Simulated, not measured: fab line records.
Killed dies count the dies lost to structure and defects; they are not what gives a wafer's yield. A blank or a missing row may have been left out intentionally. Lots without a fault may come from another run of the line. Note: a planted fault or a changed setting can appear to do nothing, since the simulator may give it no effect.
Split-lot study | flow n5_finfet | route with 1938 steps; 7 lots, 21 wafers read

## THE SPLIT ITSELF
At N5_BEOL_M8_TRENCH_ETCH_37 (etches SiCOH lowk in C4F6/O2, target depth 93.478 nm, time 31.2 s), the setting source_w was moved away from the recipe's 345 W on 6 of the 21 wafers read, by -16.2% to +15.7%. The other wafers ran this setting at the recipe's value.

## FROM THE SPLIT TO THE READING: what the file shows between them, 11 steps
- N5_BEOL_M8_ETCH_41: etches SiCN in CH3F/O2, target depth 31.9 nm, time 57.8 s
- N5_BEOL_M8_STRIP_80: strips in N2/H2, time 10 s
- N5_BEOL_M8_OCD_MEAS_38
- N5_BEOL_M8_HM_STRIP_39: strips TiN in peroxide tin strip, target depth 25 nm, time 158 s
- N5_BEOL_M8_SRD_40: time 30 s
- N5_BEOL_M8_ECD_50: material Cu, target thk 300 nm
- N5_BEOL_M8_ANNEAL_51: time 90 s
- N5_BEOL_M8_CMP_52: polishes, stops on SiCOH lowk, t overpolish 6.9 s, target thk 80 nm
- N5_BEOL_M8_THK_MEAS_53: measures by xrf
- N5_BEOL_M8_PRE_CLEAN_55: time 15 s
- N5_BEOL_M8_DEP_56: deposits SiCN from 3MS/NH3, target thk 10 nm, time 17.5 s

## THE READING
At N5_BEOL_M8_RS_MEAS_57, a four-point-probe measurement gives M8_RS in ohm/sq. A value of 0.291 ohm/sq with a standard deviation of 0.0068 ohm/sq is what fault-free wafers of this fab line usually give.

wafer  | tool, chamber at the split | source_w as run, W | against the recipe | M8_RS, ohm/sq | against lot-mates on the recipe
L078.3 | rie_diel-03, 1             | 289                | -16.2%             | 0.319         | +0.031
L078.4 | rie_diel-03, 3             | 345                | recipe             | 0.288         | -
L078.5 | rie_diel-03, 2             | 289                | -16.2%             | 0.336         | +0.048
L079.1 | rie_diel-03, 1             | 345                | recipe             | 0.282         | -
L079.4 | rie_diel-03, 0             | 345                | recipe             | 0.287         | -
L079.6 | rie_diel-03, 2             | 345                | recipe             | 0.293         | -
L082.2 | rie_diel-03, 2             | 345                | recipe             | 0.302         | -
L082.3 | rie_diel-03, 3             | 345                | recipe             | 0.287         | -
L082.6 | rie_diel-03, 3             | 345                | recipe             | 0.294         | -
L084.2 | rie_diel-03, 2             | 291.7              | -15.4%             | 0.338         | +0.045
L084.3 | rie_diel-03, 3             | 345                | recipe             | 0.289         | -
L084.5 | rie_diel-03, 3             | 345                | recipe             | 0.297         | -
L085.2 | rie_diel-05, 2             | 313.4              | -9.2%              | 0.301         | +0.018
L085.3 | rie_diel-05, 1             | 345                | recipe             | 0.283         | -
L085.6 | rie_diel-05, 3             | 313.4              | -9.2%              | 0.308         | +0.025
L090.1 | rie_diel-03, 1             | 345                | recipe             | 0.290         | -
L090.2 | rie_diel-03, 3             | 345                | recipe             | 0.286         | -
L090.4 | rie_diel-03, 2             | 345                | recipe             | 0.294         | -
L092.2 | rie_diel-05, 2             | 345                | recipe             | 0.288         | -
L092.5 | rie_diel-05, 2             | 345                | recipe             | 0.297         | -
L092.6 | rie_diel-05, 3             | 399                | +15.7%             | 0.273         | -0.019

FIT RESULTS
A straight line over all 21 wafers: M8_RS changes by -0.00203 ohm/sq for each +1% of source_w; r = -0.89; the points scatter about the line by 0.0076 ohm/sq.
The same after taking each lot's own level away (the mean of its wafers on the recipe; 21 wafers): -0.0022 ohm/sq for each +1%; r = -0.93; scatter 0.0063 ohm/sq.
Per that fit: largest source_w move, reading shift of 0.036 ohm/sq.
Across the lots, their own levels run from 0.2830 to 0.2943 ohm/sq, a range of 1.7 times the standard deviation given above.
Consequently the slope shifts little with the lot-to-lot level, the two slopes agreeing.
Check: +0.0393 ohm/sq against its lot-mates is what the line predicts for one of the wafers moved furthest among these (-16.2%) when that wafer is left out of the fit. It came out at +0.031 ohm/sq against them.
Tool readings at the split's step, against how far the setting was moved: rf_vpp_V r = -0.98.

## THE OTHER SPLITS THESE WAFERS WENT THROUGH
Note: prior to the reading, these wafers also went through further splits. Each is held against what the fit with the lots' levels taken away leaves over:
other split on the same wafers   | wafers away from the commonest value | r with M8_RS (lot level and that fit taken away)
N5_BEOL_M7_VIA_ETCH_34 bias_w    | 3                                    | +0.12
N5_BEOL_M7_TRENCH_ETCH_37 time_s | 6                                    | -0.12
N5_BEOL_M8_ETCH_66 bias_w        | 7                                    | -0.30

## THE WHOLE CHAIN: every reading that the file lists as answering this split, in the file's order
step                      | what it does                                                        | reading                                                                      | change (the file's fit)               | r (the file's)
N5_BEOL_M8_TRENCH_ETCH_37 | etches SiCOH lowk in C4F6/O2, target depth 93.478 nm, time 31.2 s   | rf_vpp_V                                                                     | -3.74 V for each +1% of the setting   | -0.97
N5_BEOL_M8_TRENCH_ETCH_37 | etches SiCOH lowk in C4F6/O2, target depth 93.478 nm, time 31.2 s   | BEOL_M8.feature_depth_nm (the simulator's own value, which no gauge read)    | +0.437 nm for each +1% of the setting | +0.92
N5_BEOL_M8_TRENCH_ETCH_37 | etches SiCOH lowk in C4F6/O2, target depth 93.478 nm, time 31.2 s   | etch.depth_nm (the simulator's own value, which no gauge read)               | +0.436 nm for each +1% of the setting | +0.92
N5_BEOL_M8_OCD_MEAS_38    |                                                                     | trench_depth_nm                                                              | +0.446 nm for each +1% of the setting | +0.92
N5_BEOL_M8_CMP_52         | polishes, stops on SiCOH lowk, t overpolish 6.9 s, target thk 80 nm | Cu_of_BEOL_M8_ECD_50.thk_nm (the simulator's own value, which no gauge read) | +0.465 nm for each +1% of the setting | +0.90
N5_BEOL_M8_THK_MEAS_53    | measures by xrf                                                     | M8_THK                                                                       | +0.448 for each +1% of the setting    | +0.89
N5_BEOL_M8_RS_MEAS_57     | measures by four-point-probe                                        | M8_RS                                                                        | -0.0022 for each +1% of the setting   | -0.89

## FILE'S OWN FIT
M8_RS changes by -0.0022 ohm/sq for each +1% of source_w, r = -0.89.
